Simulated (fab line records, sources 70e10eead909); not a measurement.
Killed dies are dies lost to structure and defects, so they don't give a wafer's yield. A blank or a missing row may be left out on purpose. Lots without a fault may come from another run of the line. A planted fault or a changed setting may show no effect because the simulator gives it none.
Chamber matching | flow nand_harc | NHARC_A_STAIRCASE_DESCUM_312 on rie_diel-02: 4 sister chambers
The step chemistry O2, time 3 s. 16 wafers are shown with their chamber, then 8 later ones without.

WAFERS WITH THEIR CHAMBER
wafer  | chamber | drypump_motor_current_A (A) | showerhead_plenum_p_Torr (Torr) | rf_vpp_V (V)
L081.2 | 3       | 6.5                         | 1.79                            | 58.1
L081.3 | 2       | 5.3                         | 1.88                            | 57.9
L081.5 | 0       | 5.7                         | 1.80                            | 57.8
L079.2 | 1       | 6.3                         | 1.79                            | 56.4
L079.3 | 0       | 5.7                         | 1.80                            | 56.9
L079.4 | 2       | 5.3                         | 1.88                            | 58.4
L083.2 | 2       | 5.3                         | 1.88                            | 56.8
L083.3 | 0       | 5.7                         | 1.79                            | 57.4
L083.4 | 3       | 6.4                         | 1.79                            | 59.1
L085.2 | 0       | 5.7                         | 1.79                            | 57.2
L085.3 | 2       | 5.3                         | 1.88                            | 57.8
L085.5 | 0       | 5.7                         | 1.79                            | 56.5
L089.1 | 1       | 6.3                         | 1.78                            | 56.4
L089.2 | 0       | 5.7                         | 1.79                            | 57.2
L089.3 | 2       | 5.3                         | 1.88                            | 58.4
L094.1 | 0       | 5.7                         | 1.79                            | 57.5

SIGNATURES (means of the wafers above)
reading                  | chamber 0 | chamber 1 | chamber 2 | chamber 3 | scatter within a chamber
drypump_motor_current_A  | 5.700     | 6.300     | 5.300     | 6.450     | 0.0204
showerhead_plenum_p_Torr | 1.7929    | 1.7850    | 1.8800    | 1.7900    | 0.00401
rf_vpp_V                 | 57.214    | 56.400    | 57.860    | 58.600    | 0.523
Rule: a wafer's distance from a chamber is the root of the sum, over the readings, of the square of ((its reading less the chamber's mean) divided by the reading's scatter). The wafer belongs to the nearest chamber; if the next one is less than 2 further off, it can't be placed. The scatter: the root of (the sum of the squares of (reading less its chamber's mean) over the shown wafers, divided by (wafers less chambers)).

WAFERS WITHOUT THEIR CHAMBER
wafer  | drypump_motor_current_A (A) | showerhead_plenum_p_Torr (Torr) | rf_vpp_V (V)
L094.4 | 6.4                         | 1.78                            | 59.3
L094.5 | 5.7                         | 1.79                            | 56.1
L094.2 | 6.3                         | 1.78                            | 58.0
L094.3 | 5.3                         | 1.88                            | 58.1
L094.6 | 6.4                         | 1.78                            | 57.6
L097.1 | 6.4                         | 1.78                            | 57.4
L097.2 | 5.7                         | 1.79                            | 59.7
L097.4 | 5.3                         | 1.87                            | 58.5

WHICH CHAMBER EACH WENT THROUGH
wafer  | from the rows above     | in truth
L094.4 | 3                       | 3
L094.5 | 0                       | 0
L094.2 | 1                       | 1
L094.3 | 2                       | 2
L094.6 | can't be placed: 3 or 1 | 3
L097.1 | can't be placed: 3 or 1 | 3
L097.2 | 0                       | 0
L097.4 | 2                       | 2
Placed correctly: 6 of 8. Can't be placed from these rows: 2 (the true chamber is among the candidates in 2). Placed wrongly: 0.
